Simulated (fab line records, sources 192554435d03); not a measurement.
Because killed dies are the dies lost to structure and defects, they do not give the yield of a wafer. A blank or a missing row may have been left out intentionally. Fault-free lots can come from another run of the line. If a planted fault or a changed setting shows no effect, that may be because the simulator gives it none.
Matching of chambers + flow n5-finfet + N5_FIN_CUT_CUT_ETCH_26 on rie-diel-05 has 4 sister chambers
The step etches SiNx in CH3F/O2, target depth 39 nm, time 55.7 s. 8 wafers are shown with their chamber, then 9 later ones without.

WAFERS, EACH WITH ITS CHAMBER
| wafer  | chamber | throttle-valve-pct (%) | showerhead-plenum-p-Torr (Torr) |
|--------|---------|------------------------|---------------------------------|
| L074.3 | 1       | 16.05                  | 2.08                            |
| L078.5 | 3       | 16.48                  | 1.97                            |
| L079.2 | 1       | 16.06                  | 2.07                            |
| L080.6 | 3       | 16.48                  | 1.97                            |
| L088.6 | 2       | 16.06                  | 2.02                            |
| L092.3 | 0       | 16.38                  | 1.98                            |
| L092.4 | 0       | 16.40                  | 1.98                            |
| L092.5 | 2       | 16.08                  | 2.02                            |

WAFERS MISSING THEIR CHAMBER
| wafer  | throttle-valve-pct (%) | showerhead-plenum-p-Torr (Torr) |
|--------|------------------------|---------------------------------|
| L094.1 | 16.12                  | 2.06                            |
| L094.2 | 16.41                  | 1.98                            |
| L094.4 | 16.54                  | 1.96                            |
| L095.1 | 16.10                  | 2.02                            |
| L095.4 | 16.40                  | 1.98                            |
| L095.5 | 16.09                  | 2.02                            |
| L097.1 | 16.13                  | 2.06                            |
| L097.2 | 16.40                  | 1.98                            |
| L097.6 | 16.10                  | 2.02                            |

EACH ONE'S CHAMBER
| wafer  | from the rows above | in truth |
|--------|---------------------|----------|
| L094.1 | 1                   | 1        |
| L094.2 | 0                   | 0        |
| L094.4 | 3                   | 3        |
| L095.1 | 2                   | 2        |
| L095.4 | 0                   | 0        |
| L095.5 | 2                   | 2        |
| L097.1 | 1                   | 1        |
| L097.2 | 0                   | 0        |
| L097.6 | 2                   | 2        |
Correctly placed: 9 of 9. From these rows, 0 cannot be placed. Number placed wrongly: 0.
How it was worked out, from the rows above alone: a wafer's distance from a chamber is the root of the sum, over the readings, of the square of ((its reading less the chamber's mean) divided by the reading's scatter). If the next closest chamber is less than 2 further off than the closest, the wafer can't be placed; otherwise it belongs to the closest. A chamber's mean is the mean of its shown wafers. The scatter is the square root of a quotient: the sum, over the shown wafers, of each reading's squared deviation from its chamber's mean, divided by wafers minus chambers.
